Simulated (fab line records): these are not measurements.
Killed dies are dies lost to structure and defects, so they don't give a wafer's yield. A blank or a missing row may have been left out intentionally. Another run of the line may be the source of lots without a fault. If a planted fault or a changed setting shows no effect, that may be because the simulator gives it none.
Check of tool commonality / flow nandHarc / 11 lots and 42 wafers in the sample

## THE REASON FOR OPENING IT
On 3 of the 11 lots, a flag is raised at NHARC_A_SOURCE_PLATE_THK_MEAS_06 on the reading thkNm. Wafers without a fault read 200.1 nm, standard deviation 2.
Rule: a lot is flagged when every wafer of it that has a number lies more than 4 standard deviations from that mean, or none has a number. As for the other lots, they are considered sound.

lot=L399; measured=day 7 21:13; on=filmMetro-02; thkNm (nm), wafer by wafer=200.8 201.1 200.4; flag=
lot=L402; measured=day 9 10:50; on=filmMetro-01; thkNm (nm), wafer by wafer=201.1 198.1 198.5; flag=
lot=L405; measured=day 10 17:29; on=filmMetro-02; thkNm (nm), wafer by wafer=204.5 200.6 203.6; flag=
lot=L408; measured=day 12 03:17; on=filmMetro-02; thkNm (nm), wafer by wafer=198.7 199.3 196.7; flag=
lot=L407; measured=day 12 03:17; on=filmMetro-01; thkNm (nm), wafer by wafer=197.5 196.2 198.2; flag=
lot=L409; measured=day 12 12:20; on=filmMetro-01; thkNm (nm), wafer by wafer=199.5 199.4 198.9; flag=
lot=L410; measured=day 12 21:56; on=filmMetro-01; thkNm (nm), wafer by wafer=268.0 266.3 267.8 268.6 267.2 267.7; flag=FLAGGED
lot=L411; measured=day 13 05:26; on=filmMetro-02; thkNm (nm), wafer by wafer=268.4 267.1 266.9 269.4 267.3 267.2; flag=FLAGGED
lot=L412; measured=day 13 19:21; on=filmMetro-01; thkNm (nm), wafer by wafer=271.3 270.6 270.7 270.7 271.3 270.5; flag=FLAGGED
lot=L413; measured=day 14 06:12; on=filmMetro-02; thkNm (nm), wafer by wafer=203.3 204.9 202.8; flag=
lot=L420; measured=day 16 22:54; on=filmMetro-01; thkNm (nm), wafer by wafer=200.2 196.8 198.3; flag=
The mean of the flagged lots' numbers is 268.7 nm, +68.6 nm from the usual (+34 standard deviations).

## LOT BY LOT: THE TOOL USED
Before the reading, the record contains 3 process steps out of a 1302-step route. Cell contents, in order: the tool; ch with the chambers the sampled wafers went through; the start.
lot=L399; flag=; NHARC_P_BONDPAD_ACTIVATE_29=rieDiel-06 ch 1,2, day 6 23:08; NHARC_A_ZERO_WELL_DESCUM_12=rieDiel-07 ch 2,3, day 7 00:32; NHARC_A_SOURCE_PLATE_CVD_03=lpcvdPoly-04 ch 0, day 7 11:11
lot=L402; flag=; NHARC_P_BONDPAD_ACTIVATE_29=rieDiel-05 ch 1,2, day 8 11:12; NHARC_A_ZERO_WELL_DESCUM_12=rieDiel-07 ch 1,2,3, day 8 12:37; NHARC_A_SOURCE_PLATE_CVD_03=lpcvdPoly-03 ch 0, day 8 23:19
lot=L405; flag=; NHARC_P_BONDPAD_ACTIVATE_29=rieDiel-05 ch 0,1,2, day 9 18:33; NHARC_A_ZERO_WELL_DESCUM_12=rieDiel-08 ch 0,2,3, day 9 19:49; NHARC_A_SOURCE_PLATE_CVD_03=lpcvdPoly-03 ch 0, day 10 07:04
lot=L408; flag=; NHARC_P_BONDPAD_ACTIVATE_29=rieDiel-06 ch 1,2, day 11 05:18; NHARC_A_ZERO_WELL_DESCUM_12=rieDiel-08 ch 0,1, day 11 06:41; NHARC_A_SOURCE_PLATE_CVD_03=lpcvdPoly-04 ch 0, day 11 15:53
lot=L407; flag=; NHARC_P_BONDPAD_ACTIVATE_29=rieDiel-05 ch 0,3, day 11 01:43; NHARC_A_ZERO_WELL_DESCUM_12=rieDiel-07 ch 0,2, day 11 03:08; NHARC_A_SOURCE_PLATE_CVD_03=lpcvdPoly-04 ch 0, day 11 15:53
lot=L409; flag=; NHARC_P_BONDPAD_ACTIVATE_29=rieDiel-05 ch 0,1,3, day 11 09:57; NHARC_A_ZERO_WELL_DESCUM_12=rieDiel-07 ch 0,2,3, day 11 11:22; NHARC_A_SOURCE_PLATE_CVD_03=lpcvdPoly-04 ch 0, day 12 02:20
lot=L410; flag=FLAGGED; NHARC_P_BONDPAD_ACTIVATE_29=rieDiel-05 ch 1,2,3, day 11 20:23; NHARC_A_ZERO_WELL_DESCUM_12=rieDiel-07 ch 0,2,3, day 11 21:39; NHARC_A_SOURCE_PLATE_CVD_03=lpcvdPoly-02 ch 0, day 12 09:29
lot=L411; flag=FLAGGED; NHARC_P_BONDPAD_ACTIVATE_29=rieDiel-05 ch 1,3, day 12 05:16; NHARC_A_ZERO_WELL_DESCUM_12=rieDiel-07 ch 0,1, day 12 06:40; NHARC_A_SOURCE_PLATE_CVD_03=lpcvdPoly-02 ch 0, day 12 18:32
lot=L412; flag=FLAGGED; NHARC_P_BONDPAD_ACTIVATE_29=rieDiel-09 ch 0,1, day 12 17:07; NHARC_A_ZERO_WELL_DESCUM_12=rieDiel-07 ch 0,2,3, day 12 18:24; NHARC_A_SOURCE_PLATE_CVD_03=lpcvdPoly-02 ch 0, day 13 07:46
lot=L413; flag=; NHARC_P_BONDPAD_ACTIVATE_29=rieDiel-05 ch 0,1, day 13 03:35; NHARC_A_ZERO_WELL_DESCUM_12=rieDiel-07 ch 0,2, day 13 05:04; NHARC_A_SOURCE_PLATE_CVD_03=lpcvdPoly-03 ch 0, day 13 18:19
lot=L420; flag=; NHARC_P_BONDPAD_ACTIVATE_29=rieDiel-09 ch 2,3, day 15 22:21; NHARC_A_ZERO_WELL_DESCUM_12=rieDiel-07 ch 0,1,2, day 15 23:38; NHARC_A_SOURCE_PLATE_CVD_03=lpcvdPoly-02 ch 0, day 16 11:32
What the steps here do:
- NHARC_P_BONDPAD_ACTIVATE_29: chemistry N2, time 60 s.
- NHARC_A_ZERO_WELL_DESCUM_12: chemistry O2, time 3 s.
- NHARC_A_SOURCE_PLATE_CVD_03: deposits poly-Si, target thk 200 nm, time 4000 s.
- NHARC_A_SOURCE_PLATE_THK_MEAS_06: measures by ellipsometry.

## FLAGGED OVER TOTAL, TOOL BY TOOL (the gauges that took the reading come last)
step=NHARC_P_BONDPAD_ACTIVATE_29; tool=rieDiel-05; lots run=7; flagged=2; share of the flagged lots=some; sound lots run after its first flagged lot=1 (L413)
step=NHARC_P_BONDPAD_ACTIVATE_29; tool=rieDiel-06; lots run=2; flagged=0; share of the flagged lots=none; sound lots run after its first flagged lot=-
step=NHARC_P_BONDPAD_ACTIVATE_29; tool=rieDiel-09; lots run=2; flagged=1; share of the flagged lots=some; sound lots run after its first flagged lot=1 (L420)
step=NHARC_A_ZERO_WELL_DESCUM_12; tool=rieDiel-07; lots run=9; flagged=3; share of the flagged lots=all; sound lots run after its first flagged lot=2 (L413,L420)
step=NHARC_A_ZERO_WELL_DESCUM_12; tool=rieDiel-08; lots run=2; flagged=0; share of the flagged lots=none; sound lots run after its first flagged lot=-
step=NHARC_A_SOURCE_PLATE_CVD_03; tool=lpcvdPoly-02; lots run=4; flagged=3; share of the flagged lots=all; sound lots run after its first flagged lot=1 (L420)
step=NHARC_A_SOURCE_PLATE_CVD_03; tool=lpcvdPoly-03; lots run=3; flagged=0; share of the flagged lots=none; sound lots run after its first flagged lot=-
step=NHARC_A_SOURCE_PLATE_CVD_03; tool=lpcvdPoly-04; lots run=4; flagged=0; share of the flagged lots=none; sound lots run after its first flagged lot=-
step=NHARC_A_SOURCE_PLATE_THK_MEAS_06; tool=filmMetro-01; lots run=6; flagged=2; share of the flagged lots=some; sound lots run after its first flagged lot=1 (L420)
step=NHARC_A_SOURCE_PLATE_THK_MEAS_06; tool=filmMetro-02; lots run=5; flagged=1; share of the flagged lots=some; sound lots run after its first flagged lot=1 (L413)

## WHAT THE TABLE ALLOWS
rieDiel-07 at NHARC_A_ZERO_WELL_DESCUM_12 and lpcvdPoly-02 at NHARC_A_SOURCE_PLATE_CVD_03 are the 2 rows of the table that ran each flagged lot.
- rieDiel-07 at NHARC_A_ZERO_WELL_DESCUM_12 ran 9 lots, 3 of them flagged. Lots that were sound ran on it after the first flagged one (L413, L420); a persistent fault on the entire tool would not allow that.
- lpcvdPoly-02 at NHARC_A_SOURCE_PLATE_CVD_03 ran 4 lots, 3 of them flagged. Lots that were sound ran on it after the first flagged one (L420); a persistent fault on the entire tool would not allow that. Its own readings (spikeTcBottomC, spikeTcCentreC, spikeTcLowerC, spikeTcTopC, spikeTcUpperC, tubeCenterTempC) fall more than 4 standard deviations out on all wafers of the flagged lots.
None of the table's rows ran every flagged lot and, after the first, no sound lot.

## WHAT HAD BEEN PUT IN BY THE SIMULATOR
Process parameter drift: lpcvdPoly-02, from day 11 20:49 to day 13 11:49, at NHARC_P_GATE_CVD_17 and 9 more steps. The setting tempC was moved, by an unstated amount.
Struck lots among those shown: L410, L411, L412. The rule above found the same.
